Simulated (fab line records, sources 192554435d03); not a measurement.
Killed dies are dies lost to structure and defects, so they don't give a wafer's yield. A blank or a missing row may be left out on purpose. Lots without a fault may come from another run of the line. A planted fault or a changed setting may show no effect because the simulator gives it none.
fab line records | flow n5_finfet
record lots=5 wafers=15 last_day=16
route steps=1938 shown BEOL_M9@1459 BEOL_M10@1470
lots that met no fault: from a run of the same line without faults
start_h: hours from the record's first day to the start of the lot's first wafer shown | wait_h: hours since the lot's step before | " the same as in the row above | L1.1+2: a row that stands for several wafers | - no value, or no start given | * or withheld: withheld | < > ~ a bound
route shown NAME@n: a module of which the file shows steps, and the number in the route of the first | usual: mean/standard deviation of fault-free wafers | same: alike in all rows | chamber/n: place in a boat | sites: the reading at each site | _std_site: their standard deviation | _edge_site: outer sites' mean less inner sites' | radius_mm: how far each site lies from the wafer's centre | mask NAME#n: copy n | behind: the tool/chamber that last shaped the wafer | hold: why the lot was held/for how many hours/how that ended | device: the transistor (n, p or np) that didn't switch | end of line: the same wafers' tests at the end of the route | a step without rows: its recipe alone | killed: dies lost to structure and defects at the first sort, not the wafer's yield | map: a wafer's dies, x killed, . not, _ none there
set.NAME: the setting as run; set.NAME@STEP: as run at that earlier step | model.NAME: the simulator's own value behind a step, which no gauge read
lots at some steps of the route; a table a step, a row a wafer
services: from which hour (start_h, from the record's first day; less than 0 if before it) a tool's chamber was out of use, for how many hours, and why
## steps
# step N5_BEOL_M9_SURFACE_TREAT_79
# recipe gas=Ar time_s=* ion_energy_ev=* ion_current_ma_cm2=0.5 pressure_mtorr=* ar_flow_sccm=30
# usual pressure_mtorr=* throttle_valve_pct=*
# same time_s=*
# columns lot.wafer tool chamber start_h wait_h pressure_mtorr throttle_valve_pct
L084.4 pvd_sputter-02 - 266.47 0.2 * *
L084.5 " - " " * *
L084.6 " - " " * *
L088.1 pvd_sputter-02 - 290.35 0.2 * *
L088.4 " - " " * *
L088.6 " - " " * *
L089.1 pvd_sputter-02 - 306.56 0.2 * *
L089.3 " - " " * *
L089.4 " - " " * *
L091.3 pvd_sputter-02 - 310.25 0.2 * *
L091.4 " - " " * *
L091.5 " - " " * *
L095.3 pvd_sputter-03 - 329.32 0.2 * *
L095.4 " - " " * *
L095.5 " - " " * *
# step N5_BEOL_M9_CVD_78
# recipe material=Co target_thk_a=20 temp_c=withheld precursor=CCTBA/H2 pressure_torr=30 time_s=138.9
# same time_s=138.9
# columns lot.wafer tool chamber start_h wait_h
L084.4+5+6 cvd_co-02 2,1,0 266.70 0.2
L088.1+4+6 cvd_co-01 0,0,1 290.41 0.0
L089.1+3+4 cvd_co-01 2,0,2 306.63 0.0
L091.3+4+5 cvd_co-01 1,2,0 310.31 0.0
L095.3+4+5 cvd_co-01 0,0,2 329.39 0.0
# step N5_BEOL_M9_SPUTTER_48
# recipe material=Cu target_thk_a=120 temp_c=-20 bias_v=60 power_w=26000 chamber_pressure_pa=0.13 time_s=2
# usual chamber_pressure_pa=0.12994/0.00029 throttle_valve_pct=30.3/1.1
# same time_s=2
# columns lot.wafer tool chamber start_h wait_h chamber_pressure_pa throttle_valve_pct
L084.4 pvd_sputter-01 - 266.81 0.1 0.12987 29.9
L084.5 " - " " 0.13045 31.6
L084.6 " - " " 0.12984 30.6
L088.1 pvd_sputter-01 - 290.68 0.2 0.12991 31.9
L088.4 " - " " 0.13016 30.9
L088.6 " - " " 0.12991 31.2
L089.1 pvd_sputter-03 - 306.75 0.1 0.12975 31.6
L089.3 " - " " 0.12986 29.2
L089.4 " - " " 0.12967 28.5
L091.3 pvd_sputter-02 - 310.47 0.1 0.13018 29.1
L091.4 " - " " 0.13017 30.4
L091.5 " - " " 0.13012 29.0
L095.3 pvd_sputter-03 - 329.52 0.1 0.12976 29.2
L095.4 " - " " 0.12986 28.6
L095.5 " - " " 0.12949 28.2
# step N5_BEOL_M9_ECD_50
# recipe material=Cu target_thk_a=3180
# columns lot.wafer tool chamber start_h wait_h
L084.4+5+6 ecd_cu-01 0,0,1 266.96 0.1
L088.1+4+6 ecd_cu-01 0 290.79 0.1
L089.1+3+4 ecd_cu-02 0,0,1 306.87 0.1
L091.3+4+5 ecd_cu-01 0,1,1 310.62 0.1
L095.3+4+5 ecd_cu-02 0,1,0 329.66 0.1
# step N5_BEOL_M9_ANNEAL_51
# recipe temp_c=225 time_s=90 ambient=N2
# usual anneal_temp_c=225.01/0.17 wafer_temp_C_max=225.93/0.23
# same time_s=90
# columns lot.wafer tool chamber start_h wait_h anneal_temp_c wafer_temp_C_max
L084.4 rtp_anneal-02 0 267.18 0.2 224.92 226.14
L084.5 " 0 " " 224.69 225.90
L084.6 " 0 " " 224.85 226.08
L088.1 rtp_anneal-02 0 291.08 0.3 225.06 225.54
L088.4 " 0 " " 224.74 226.11
L088.6 " 0 " " 224.97 225.38
L089.1 rtp_anneal-02 0 306.98 0.1 225.06 226.53
L089.3 " 0 " " 224.74 225.90
L089.4 " 0 " " 224.82 225.95
L091.3 rtp_anneal-02 0 310.88 0.2 224.89 225.92
L091.4 " 0 " " 224.99 225.68
L091.5 " 0 " " 225.04 225.57
L095.3 rtp_anneal-01 0 329.84 0.1 224.95 225.94
L095.4 " 0 " " 224.92 226.26
L095.5 " 0 " " 225.10 225.84
# step N5_BEOL_M9_CMP_52
# recipe stop_on=SiCOH_lowk t_overpolish_s=7 down_force_psi=1 platen_rpm=50 clearing_platen_down_force_psi=1.5 clearing_platen_rpm=50 post_cmp_clean=cu_alkaline target_thk_nm=140 clearing_platen_pad_velocity_m_s=0.99484 pad_velocity_m_s=0.99484
# usual barrier_field_endpoint_s=28.7/0.68 edge_zone_pressure_frac=1.000/0.0056 motor_current_A=5.9/0.54 overpolish_run_s=7.000/0.0097 time_to_endpoint_s=67/3.3
# same t_overpolish_s=7
# columns lot.wafer tool chamber start_h wait_h barrier_field_endpoint_s edge_zone_pressure_frac motor_current_A overpolish_run_s time_to_endpoint_s
L084.4 cmp-04 3 267.35 0.1 29.3 1.005 7.2 7.005 70
L084.6 " 3 " " 28.8 1.000 7.6 7.014 70
L084.5 " 0 " " 29.5 1.000 6.4 6.998 72
L088.1 cmp-04 1 291.38 0.3 29.3 0.997 6.1 7.000 68
L088.4 " 0 " " 28.9 1.007 6.2 6.997 68
L088.6 " 2 " " 28.9 0.996 5.4 6.984 69
L089.1 cmp-02 3 307.27 0.3 28.6 1.008 6.0 7.012 65
L089.4 " 0 " " 28.3 0.996 6.3 7.019 62
L089.3 " 2 " " 29.0 0.996 5.7 7.007 64
L091.3 cmp-04 3 311.13 0.2 28.9 0.999 7.3 7.003 70
L091.4 " 1 " " 29.1 0.999 6.3 7.008 70
L091.5 " 2 " " 28.9 1.001 5.5 7.009 70
L095.3 cmp-02 2 330.06 0.2 29.1 0.990 5.4 7.006 67
L095.4 " 3 " " 28.5 1.002 5.7 7.007 62
L095.5 " 3 " " 28.4 0.993 5.5 6.984 63
# step N5_BEOL_M9_THK_MEAS_53
# recipe thk_meas_gauge=xrf reads=Cu_of_BEOL_M9_ECD_50
# usual M9_THK=140/3.2
# columns lot.wafer tool chamber start_h wait_h M9_THK[nm]
L084.4 film_metro-02 - 267.64 - 137
L084.5 " - " " 142
L084.6 " - " " 145
L088.1 film_metro-02 - 291.68 - 138
L088.4 " - " " 143
L088.6 " - " " 138
L089.1 film_metro-01 - 307.57 - 142
L089.3 " - " " 143
L089.4 " - " " 142
L091.3 film_metro-02 - 311.38 - 136
L091.4 " - " " 143
L091.5 " - " " 141
L095.3 film_metro-02 - 330.35 - 141
L095.4 " - " " 144
L095.5 " - " " 139
# step N5_BEOL_M9_PRE_CLEAN_55
# recipe gas=NH3 time_s=15 temp_c=withheld rf_power_w=300
# same time_s=15
# columns lot.wafer tool chamber start_h wait_h
L084.4+5+6 pecvd-04 1,2,0 267.69 0.0
L088.1+4+6 pecvd-02 0,2,0 291.71 0.0
L089.1+3+4 pecvd-02 1,2,1 307.60 0.0
L091.3+4+5 pecvd-04 0,2,0 311.42 0.0
L095.3+4+5 pecvd-03 2,1,2 330.39 0.0
# step N5_BEOL_M9_DEP_56
# recipe material=SiCN target_thk_a=150 temp_c=withheld precursor=3MS/NH3 pressure_torr=3 rf_w=202 time_s=26.5
# usual showerhead_plenum_p_Torr=3.668/0.013 throttle_valve_pct=9.1/0.54
# same time_s=26.5
# columns lot.wafer tool chamber start_h wait_h showerhead_plenum_p_Torr throttle_valve_pct
L084.4 pecvd-04 1 267.72 0.0 3.651 9.9
L084.5 " 2 " " 3.689 8.3
L084.6 " 0 " " 3.653 9.1
L088.1 pecvd-02 0 291.74 0.0 3.675 9.4
L088.4 " 2 " " 3.673 9.1
L088.6 " 0 " " 3.666 9.8
L089.1 pecvd-02 1 307.63 0.0 3.669 9.1
L089.3 " 2 " " 3.662 8.7
L089.4 " 1 " " 3.661 9.1
L091.3 pecvd-04 0 311.44 0.0 3.640 9.1
L091.4 " 2 " " 3.689 8.0
L091.5 " 0 " " 3.666 8.7
L095.3 pecvd-03 2 330.41 0.0 3.655 8.4
L095.4 " 1 " " 3.690 9.5
L095.5 " 2 " " 3.656 8.9
# step N5_BEOL_M9_RS_MEAS_57
# recipe thk_meas_gauge=four-point-probe reads=Cu_of_BEOL_M9_ECD_50+Co_of_BEOL_M9_CVD_78+TaN_of_BEOL_M9_ALD_74
# usual M9_RS=0.149/0.0036
# columns lot.wafer tool chamber start_h wait_h M9_RS[ohm/sq]
L084.4 film_metro-02 - 267.78 0.0 0.151
L084.5 " - " " 0.145
L084.6 " - " " 0.142
L088.1 film_metro-02 - 291.81 0.1 0.153
L088.4 " - " " 0.147
L088.6 " - " " 0.154
L089.1 film_metro-01 - 307.70 0.1 0.148
L089.3 " - " " 0.146
L089.4 " - " " 0.147
L091.3 film_metro-02 - 311.52 0.1 0.154
L091.4 " - " " 0.147
L091.5 " - " " 0.148
L095.3 film_metro-02 - 330.49 0.1 0.148
L095.4 " - " " 0.145
L095.5 " - " " 0.151
# step N5_BEOL_M9_INSPECT_58
# recipe inspect_instrument=darkfield mode=post_dep
# usual raw_defect_count=75/25
# columns lot.wafer tool chamber start_h wait_h raw_defect_count
L084.4 defect_inspect-01 - 267.81 0.0 100
L084.5 " - " " 121
L084.6 " - " " 106
L088.1 defect_inspect-01 - 291.84 0.0 59
L088.4 " - " " 52
L088.6 " - " " 64
L089.1 defect_inspect-02 - 307.73 0.0 73
L089.3 " - " " 69
L089.4 " - " " 87
L091.3 defect_inspect-02 - 311.54 0.0 46
L091.4 " - " " 64
L091.5 " - " " 68
L095.3 defect_inspect-01 - 330.52 0.0 63
L095.4 " - " " 51
L095.5 " - " " 50
# step N5_BEOL_M10_ILD_DEP_00
# recipe material=SiCOH_lowk target_thk_a=3085.1 temp_c=300 precursor=DEMS/porogen pressure_torr=5 rf_w=500 time_s=58
# usual heater_power_w=321/44 showerhead_plenum_p_Torr=5.743/0.014 throttle_valve_pct=13.8/0.82
# same time_s=58
# columns lot.wafer tool chamber start_h wait_h heater_power_w showerhead_plenum_p_Torr throttle_valve_pct
L084.4 pecvd-02 1 267.88 0.1 272 5.743 14.1
L084.5 " 0 " " 373 5.766 14.9
L084.6 " 2 " " 245 5.746 13.3
L088.1 pecvd-04 2 291.87 0.0 288 5.760 12.3
L088.4 " 1 " " 354 5.726 14.9
L088.6 " 0 " " 304 5.733 14.0
L089.1 pecvd-04 0 307.77 0.0 284 5.722 13.8
L089.3 " 1 " " 356 5.734 15.1
L089.4 " 1 " " 282 5.723 15.1
L091.3 pecvd-01 0 311.58 0.0 266 5.721 13.7
L091.4 " 1 " " 402 5.768 14.0
L091.5 " 2 " " 337 5.746 12.7
L095.3 pecvd-04 1 330.55 0.0 337 5.725 15.1
L095.4 " 0 " " 284 5.738 14.1
L095.5 " 2 " " 293 5.752 12.2
# step N5_BEOL_M10_CURE_71
# recipe temp_c=385 time_s=240 ambient=He/Ar material=SiCOH_lowk
# usual lamp_power_pct=52.31/0.05 wafer_temp_C_max=387.0/0.71
# same time_s=240
# columns lot.wafer tool chamber start_h wait_h lamp_power_pct wafer_temp_C_max
L084.4 uv_cure-01 1 268.41 0.5 52.36 388.1
L084.5 " 1 " " 52.30 388.3
L084.6 " 1 " " 52.30 387.6
L088.1 uv_cure-02 2 291.95 0.0 52.28 387.6
L088.4 " 2 " " 52.40 387.4
L088.6 " 2 " " 52.29 387.5
L089.1 uv_cure-01 0 307.84 0.0 52.31 386.4
L089.3 " 0 " " 52.29 386.2
L089.4 " 0 " " 52.33 386.5
L091.3 uv_cure-03 0 312.03 0.4 52.29 386.1
L091.4 " 0 " " 52.31 386.0
L091.5 " 0 " " 52.29 386.0
L095.3 uv_cure-02 2 330.79 0.2 52.40 387.0
L095.4 " 2 " " 52.33 386.1
L095.5 " 2 " " 52.36 387.4
# step N5_BEOL_M10_THK_MEAS_01
# recipe reads=SiCOH_lowk_of_BEOL_M10_ILD_DEP_00
# usual M10_ILD_THK=267/3.4
# columns lot.wafer tool chamber start_h wait_h M10_ILD_THK[nm]
L084.4 film_metro-02 - 268.92 0.4 276
L084.5 " - " " 272
L084.6 " - " " 274
L088.1 film_metro-02 - 292.94 0.8 264
L088.4 " - " " 263
L088.6 " - " " 266
L089.1 film_metro-01 - 308.36 0.4 265
L089.3 " - " " 265
L089.4 " - " " 268
L091.3 film_metro-01 - 312.38 0.3 267
L091.4 " - " " 264
L091.5 " - " " 270
L095.3 film_metro-02 - 331.14 0.3 264
L095.4 " - " " 267
L095.5 " - " " 268
# step N5_BEOL_M10_PECVD_70
# recipe material=SiO2 target_thk_a=200 temp_c=400 precursor=TEOS/O2 pressure_torr=5.5 rf_w=450 teos_flow_sccm=53.8 gas=O2 flow_sccm=3000 time_s=22.7
# usual heater_power_w=729/68 showerhead_plenum_p_Torr=8.79/0.053 throttle_valve_pct=22.3/1.4
# same time_s=22.7
# columns lot.wafer tool chamber start_h wait_h heater_power_w showerhead_plenum_p_Torr throttle_valve_pct
L084.4 pecvd-01 2 268.97 0.1 741 8.82 20.2
L084.5 " 0 " " 614 8.72 21.6
L084.6 " 1 " " 800 8.81 22.5
L088.1 pecvd-01 2 292.98 0.0 799 8.81 20.3
L088.4 " 2 " " 811 8.83 20.1
L088.6 " 1 " " 743 8.86 22.5
L089.1 pecvd-04 2 308.39 0.0 746 8.93 20.0
L089.3 " 0 " " 639 8.73 22.3
L089.4 " 0 " " 636 8.72 22.2
L091.3 pecvd-02 1 312.42 0.0 663 8.79 22.6
L091.4 " 2 " " 681 8.80 21.9
L091.5 " 1 " " 675 8.78 22.9
L095.3 pecvd-02 2 331.18 0.0 684 8.82 22.2
L095.4 " 0 " " 829 8.81 23.8
L095.5 " 1 " " 728 8.79 22.8
# step N5_BEOL_M10_HM_DEP_02
# recipe material=TiN target_thk_a=200 temp_c=25 chamber_pressure_pa=0.49996
# usual chamber_pressure_pa=0.5000/0.00095 throttle_valve_pct=30.3/1
# columns lot.wafer tool chamber start_h wait_h chamber_pressure_pa throttle_valve_pct
L084.4 pvd_sputter-03 - 269.76 0.8 0.4990 29.3
L084.5 " - " " 0.5003 30.3
L084.6 " - " " 0.5009 31.7
L088.1 pvd_sputter-01 - 293.74 0.7 0.5004 30.9
L088.4 " - " " 0.5014 29.7
L088.6 " - " " 0.5000 30.8
L089.1 pvd_sputter-01 - 308.67 0.3 0.5003 31.3
L089.3 " - " " 0.4981 31.4
L089.4 " - " " 0.5002 31.0
L091.3 pvd_sputter-02 - 313.17 0.7 0.4995 29.0
L091.4 " - " " 0.5019 29.7
L091.5 " - " " 0.4981 31.3
L095.3 pvd_sputter-03 - 333.84 2.6 0.5004 30.4
L095.4 " - " " 0.5011 28.5
L095.5 " - " " 0.4999 29.1
# step N5_BEOL_M10_COAT_59
# recipe resist=SOC temp_c=250 time_s=60 spin_rpm=1500 resist_thk_nm=100
# same time_s=60
# columns lot.wafer tool chamber start_h wait_h
L084.4+5+6 litho_track-05 0 269.89 0.1
L088.1+4+6 litho_track-02 0 293.87 0.1
L089.1+3+4 litho_track-03 0 308.80 0.1
L091.3+4+5 litho_track-02 0 313.31 0.1
L095.3+4+5 litho_track-03 0 333.97 0.1
# step N5_BEOL_M10_COAT_60
# recipe resist=SiARC temp_c=220 time_s=60 spin_rpm=1500 resist_thk_nm=30
# same time_s=60
# columns lot.wafer tool chamber start_h wait_h
L084.4+5+6 litho_track-05 0 - -
L088.1+4+6 litho_track-02 0 - -
L089.1+3+4 litho_track-03 0 - -
L091.3+4+5 litho_track-02 0 - -
L095.3+4+5 litho_track-03 0 - -
# step N5_BEOL_M10_COAT_05
# recipe resist=CAR-ArF spin_rpm=1500 resist_thk_nm=90
# columns lot.wafer tool chamber start_h wait_h
L084.4+5+6 litho_track-05 0 - -
L088.1+4+6 litho_track-02 0 - -
L089.1+3+4 litho_track-03 0 - -
L091.3+4+5 litho_track-02 0 - -
L095.3+4+5 litho_track-03 0 - -
# step N5_BEOL_M10_EBR_07
# recipe solvent=PGMEA ebr_width_mm=1.5
# columns lot.wafer tool chamber start_h wait_h
L084.4+5+6 litho_track-05 0 - -
L088.1+4+6 litho_track-02 0 - -
L089.1+3+4 litho_track-03 0 - -
L091.3+4+5 litho_track-02 0 - -
L095.3+4+5 litho_track-03 0 - -
# step N5_BEOL_M10_SOFTBAKE_06
# recipe temp_c=110 time_s=60 resist=CAR-ArF
# same time_s=60
# columns lot.wafer tool chamber start_h wait_h
L084.4+5+6 litho_track-05 0 - -
L088.1+4+6 litho_track-02 0 - -
L089.1+3+4 litho_track-03 0 - -
L091.3+4+5 litho_track-02 0 - -
L095.3+4+5 litho_track-03 0 - -
# step N5_BEOL_M10_EXPOSE_08
# recipe mask_id=M10 na=1.35 source_shape=dipole sigma_inner=0.411 sigma_outer=0.611 polarization=te dose_mj=53.75
# same na=1.35
# columns lot.wafer tool chamber start_h wait_h mask
L084.4+5+6 arfi_scanner-02 0 270.15 - M10#0
L088.1+4+6 arfi_scanner-03 0 293.99 - M10#0
L089.1+3+4 arfi_scanner-03 0 308.92 - M10#0
L091.3+4+5 arfi_scanner-02 0 313.56 - M10#0
L095.3+4+5 arfi_scanner-02 0 334.22 - M10#0
# step N5_BEOL_M10_PEB_09
# recipe peb_temp_c=withheld peb_time_s=60 resist=CAR-ArF
# columns lot.wafer tool chamber start_h wait_h
L084.4+5+6 litho_track-03 0 270.20 0.0
L088.1+4+6 litho_track-03 0 294.05 0.1
L089.1+3+4 litho_track-03 0 308.98 0.1
L091.3+4+5 litho_track-02 0 313.61 0.0
L095.3+4+5 litho_track-05 0 334.27 0.0
# step N5_BEOL_M10_DEVELOP_10
# recipe develop_time_s=30 developer=TMAH resist=CAR-ArF rinse_liquid=diw dry=air_spin dev_temp_c=23
# same develop_time_s=30
# columns lot.wafer tool chamber start_h wait_h
L084.4+5+6 litho_track-03 0 - -
L088.1+4+6 litho_track-03 0 - -
L089.1+3+4 litho_track-03 0 - -
L091.3+4+5 litho_track-02 0 - -
L095.3+4+5 litho_track-05 0 - -
# step N5_BEOL_M10_CD_MEAS_11
# recipe target_cd_nm=64.1 landing_energy_ev=500 detector=se_inlens polarity=opening
# usual cd_nm=64.2/0.55
# columns lot.wafer tool chamber start_h wait_h cd_nm
L084.4 cd_sem-02 0 270.26 - 64.5
L084.5 " 0 " " 64.0
L084.6 " 0 " " 64.5
L088.1 cd_sem-03 0 294.12 - 64.0
L088.4 " 0 " " 64.4
L088.6 " 0 " " 63.9
L089.1 cd_sem-01 0 309.04 - 63.8
L089.3 " 0 " " 64.2
L089.4 " 0 " " 64.8
L091.3 cd_sem-02 0 313.68 - 63.5
L091.4 " 0 " " 63.6
L091.5 " 0 " " 64.3
L095.3 cd_sem-02 0 334.34 - 64.6
L095.4 " 0 " " 63.7
L095.5 " 0 " " 65.0
# step N5_BEOL_M10_OVL_MEAS_12
# recipe points_per_wafer=44
# usual M10_OVL=-0.1/0.83
# columns lot.wafer tool chamber start_h wait_h M10_OVL[nm]
L084.4 overlay-02 0 270.29 0.0 -0.4
L084.5 " 0 " " 0.1
L084.6 " 0 " " -1.6
L088.1 overlay-02 0 294.15 0.0 -0.4
L088.4 " 0 " " 0.8
L088.6 " 0 " " -0.1
L089.1 overlay-02 0 309.07 0.0 -0.7
L089.3 " 0 " " 0.7
L089.4 " 0 " " -0.7
L091.3 overlay-02 0 313.71 0.0 -0.7
L091.4 " 0 " " 0.3
L091.5 " 0 " " -0.6
L095.3 overlay-02 0 334.37 0.0 0.2
L095.4 " 0 " " -0.7
L095.5 " 0 " " 0.0
# step N5_BEOL_M10_INSPECT_13
# recipe mode=adi inspect_instrument=brightfield
# usual raw_defect_count=420/120
# columns lot.wafer tool chamber start_h wait_h raw_defect_count
L084.4 defect_inspect-01 - 270.32 0.0 491
L084.5 " - " " 579
L084.6 " - " " 478
L088.1 defect_inspect-02 - 294.17 0.0 240
L088.4 " - " " 313
L088.6 " - " " 284
L089.1 defect_inspect-01 - 309.10 0.0 314
L089.3 " - " " 265
L089.4 " - " " 354
L091.3 defect_inspect-01 - 313.73 0.0 304
L091.4 " - " " 349
L091.5 " - " " 494
L095.3 defect_inspect-02 - 334.39 0.0 452
L095.4 " - " " 445
L095.5 " - " " 433
# step N5_BEOL_M10_DESCUM_16
# recipe chemistry=O2 time_s=7.9 source_power_w=50 bias_power_w=20 pressure_mtorr=20 rf_frequency_hz=2.712e+07 temp_c=40 resist=CAR-ArF o2_flow_sccm=225
# usual drypump_motor_current_A=5.6/0.39 oes_product_au=0.78/0.086 rf_vpp_V=242.9/1.4 showerhead_plenum_p_Torr=2.08/0.071 throttle_valve_pct=20.45/0.16
# same time_s=7.9
# columns lot.wafer tool chamber start_h wait_h drypump_motor_current_A oes_product_au rf_hours_counter_h rf_vpp_V showerhead_plenum_p_Torr throttle_valve_pct
L084.4 rie_diel-03 0 270.35 0.0 6.1 0.77 134 242.1 2.02 20.58
L084.5 " 3 " " 5.6 0.85 - 243.4 2.03 20.35
L084.6 " 0 " " 6.1 0.77 - 242.7 2.02 20.59
L088.1 rie_diel-06 1 294.26 0.1 5.4 0.74 179 243.9 2.07 20.18
L088.4 " 2 " " 5.6 0.88 41 245.9 2.22 20.23
L088.6 " 1 " " 5.4 0.74 - 243.9 2.07 20.18
L089.1 rie_diel-03 3 309.15 0.1 5.6 0.83 87 242.7 2.02 20.37
L089.3 " 1 " " 5.3 0.88 56 243.8 2.15 20.67
L089.4 " 0 " " 6.1 0.76 149 241.1 2.02 20.62
L091.3 rie_diel-03 3 313.80 0.1 5.6 0.83 89 242.0 2.02 20.37
L091.4 " 0 " " 6.1 0.76 150 242.1 2.02 20.64
L091.5 " 0 " " 6.1 0.75 - 242.1 2.02 20.62
L095.3 rie_diel-05 1 334.61 0.2 5.2 0.68 242 243.3 2.06 20.52
L095.4 " 3 " " 5.2 0.83 69 241.7 2.03 20.55
L095.5 " 0 " " 5.7 0.67 - 242.4 2.05 20.57
# step N5_BEOL_M10_ETCH_61
# recipe chemistry=CF4 target=SiARC target_depth_a=390 mask_material=CAR-ArF time_s=65 ion_energy_ev=80 pressure_mtorr=40 source_w=545 bias_w=36 Ar_flow_sccm=100 cf4_flow_sccm=100 ends=cleared
# usual drypump_motor_current_A=5.6/0.4 etch_rf_on_time_s=64.5/1.3 mfc_ar_sccm=99.99/0.27 oes_product_au=0.67/0.068 rf_vpp_V=183.7/1.1 showerhead_plenum_p_Torr=2.12/0.066 throttle_valve_pct=15.60/0.13
# columns lot.wafer tool chamber start_h wait_h drypump_motor_current_A etch_rf_on_time_s mfc_ar_sccm oes_product_au rf_hours_counter_h rf_vpp_V showerhead_plenum_p_Torr throttle_valve_pct
L084.4 rie_diel-03 0 270.38 0.0 6.1 63.5 100.04 0.67 134 183.2 2.07 15.69
L084.5 " 3 " " 5.6 65.7 100.54 0.71 - 183.7 2.08 15.55
L084.6 " 0 " " 6.1 63.6 99.89 0.67 - 182.9 2.07 15.69
L088.1 rie_diel-06 1 294.29 0.0 5.4 63.6 100.15 0.63 179 184.0 2.12 15.42
L088.4 " 2 " " 5.6 66.1 100.54 0.74 41 185.6 2.26 15.39
L088.6 " 1 " " 5.4 63.9 100.47 0.63 - 184.1 2.12 15.45
L089.1 rie_diel-03 3 309.19 0.0 5.6 66.6 99.81 0.69 87 183.9 2.08 15.57
L089.3 " 1 " " 5.3 64.2 100.03 0.74 56 184.1 2.17 15.61
L089.4 " 0 " " 6.1 64.8 99.92 0.66 149 184.0 2.06 15.72
L091.3 rie_diel-03 3 313.84 0.0 5.6 65.7 100.30 0.70 89 183.0 2.08 15.57
L091.4 " 0 " " 6.1 64.8 99.84 0.65 150 182.8 2.06 15.72
L091.5 " 0 " " 6.1 65.2 99.52 0.65 - 183.7 2.06 15.71
L095.3 rie_diel-05 1 334.65 0.0 5.2 65.4 99.92 0.59 242 182.6 2.10 15.76
L095.4 " 3 " " 5.2 62.9 99.51 0.71 69 182.5 2.08 15.69
L095.5 " 0 " " 5.7 64.4 99.85 0.58 - 183.4 2.11 15.82
# step N5_BEOL_M10_ETCH_62
# recipe chemistry=N2/H2 target=SOC target_depth_a=1100 overetch_a=220 mask_material=SiARC temp_c=40 time_s=165 ion_energy_ev=200 pressure_mtorr=30 source_w=840 bias_w=150 n2_flow_sccm=200 h2_flow_sccm=200
# usual drypump_motor_current_A=5.6/0.4 oes_product_au=0.66/0.067 rf_vpp_V=523.4/2.4 showerhead_plenum_p_Torr=2.52/0.082 throttle_valve_pct=17.80/0.18
# same time_s=165
# columns lot.wafer tool chamber start_h wait_h drypump_motor_current_A oes_product_au rf_hours_counter_h rf_vpp_V showerhead_plenum_p_Torr throttle_valve_pct
L084.4 rie_diel-03 0 270.43 0.0 6.1 0.65 134 520.5 2.43 17.73
L084.5 " 3 " " 5.6 0.70 - 521.6 2.47 17.75
L084.6 " 0 " " 6.1 0.65 - 520.7 2.44 17.74
L088.1 rie_diel-06 1 294.34 0.0 5.4 0.62 179 525.1 2.52 17.49
L088.4 " 2 " " 5.7 0.73 42 527.6 2.70 17.55
L088.6 " 1 " " 5.4 0.62 - 523.5 2.52 17.48
L089.1 rie_diel-03 3 309.24 0.0 5.6 0.70 87 522.0 2.46 17.78
L089.3 " 1 " " 5.3 0.73 56 524.5 2.58 17.93
L089.4 " 0 " " 6.1 0.65 149 520.9 2.43 17.76
L091.3 rie_diel-03 3 313.89 0.0 5.6 0.69 89 523.2 2.46 17.78
L091.4 " 0 " " 6.1 0.64 150 519.1 2.43 17.76
L091.5 " 0 " " 6.1 0.65 - 519.7 2.43 17.78
L095.3 rie_diel-05 1 334.70 0.0 5.2 0.59 242 523.8 2.50 18.01
L095.4 " 3 " " 5.2 0.69 69 522.1 2.47 17.94
L095.5 " 0 " " 5.7 0.57 - 524.1 2.50 17.93
# step N5_BEOL_M10_STRIP_68
# recipe chemistry=N2/H2 temp_c=40 n2_flow_sccm=200 h2_flow_sccm=200 rf_frequency_hz=6e+07
# columns lot.wafer tool chamber start_h wait_h
L084.4+5+6 rie_diel-03 0,3,0 270.57 0.1
L088.1+4+6 rie_diel-06 1,2,1 294.48 0.1
L089.1+3+4 rie_diel-03 3,1,0 309.37 0.1
L091.3+4+5 rie_diel-03 3,0,0 314.02 0.1
L095.3+4+5 rie_diel-05 1,3,0 334.83 0.1
# step N5_BEOL_M10_STRIP_67
# recipe chemistry=CF4 resist=SiARC power_w=300 bias_power_w=75 pressure_mtorr=50 cf4_flow_sccm=150 rf_frequency_hz=6e+07
# usual drypump_motor_current_A=5.6/0.4 oes_product_au=0.78/0.079 rf_vpp_V=270.8/1.5 showerhead_plenum_p_Torr=1.77/0.057 throttle_valve_pct=13.57/0.14
# columns lot.wafer tool chamber start_h wait_h drypump_motor_current_A oes_product_au rf_hours_counter_h rf_vpp_V showerhead_plenum_p_Torr throttle_valve_pct
L084.4 rie_diel-03 0 270.58 0.0 6.1 0.78 134 269.5 1.73 13.64
L084.5 " 3 " " 5.6 0.84 - 270.6 1.75 13.51
L084.6 " 0 " " 6.1 0.76 - 269.4 1.73 13.63
L088.1 rie_diel-06 1 294.49 0.0 5.4 0.73 179 269.5 1.78 13.45
L088.4 " 2 " " 5.6 0.88 42 273.5 1.90 13.37
L088.6 " 1 " " 5.4 0.73 - 271.6 1.78 13.45
L089.1 rie_diel-03 3 309.38 0.0 5.6 0.82 88 270.7 1.74 13.52
L089.3 " 1 " " 5.3 0.86 56 272.1 1.82 13.59
L089.4 " 0 " " 6.1 0.75 149 268.9 1.73 13.66
L091.3 rie_diel-03 3 314.03 0.0 5.6 0.81 89 269.9 1.74 13.54
L091.4 " 0 " " 6.1 0.75 151 269.8 1.73 13.68
L091.5 " 0 " " 6.1 0.76 - 270.2 1.72 13.66
L095.3 rie_diel-05 1 334.84 0.0 5.2 0.70 242 272.0 1.76 13.75
L095.4 " 3 " " 5.2 0.81 69 272.0 1.74 13.62
L095.5 " 0 " " 5.7 0.68 - 271.3 1.76 13.83
## services
# columns tool chamber start_h hours kind
uv_cure-01 - 249.12 2.1 pm
rie_diel-06 3 249.82 7.8 repair
arfi_scanner-03 - 252.50 1.3 pm
uv_cure-03 - 267.64 2.1 pm
rie_diel-06 1 268.25 3.5 repair
pecvd-03 2 270.65 2.1 repair
arfi_scanner-02 - 277.23 3.9 pm
rie_diel-05 1 280.42 2.5 repair
pvd_sputter-01 - 290.79 0.8 repair
pvd_sputter-01 - 294.87 7.9 repair
pecvd-03 0 303.45 5.0 repair
pecvd-02 - 303.54 3.5 repair
arfi_scanner-03 - 305.73 1.0 pm
cmp-04 - 308.37 1.9 repair
ecd_cu-01 - 308.70 1.0 repair
arfi_scanner-02 - 311.29 1.3 pm
litho_track-05 - 315.80 - consumable_replace:filter
pecvd-01 0 316.01 5.0 repair
arfi_scanner-02 - 321.42 0.8 pm
rie_diel-06 3 326.48 - clean
rie_diel-06 3 326.48 - consumable_replace:focus_ring
rie_diel-06 3 326.48 - consumable_replace:showerhead
pvd_sputter-02 - 330.33 4.9 repair
uv_cure-02 - 332.71 1.0 pm
## key
fault none
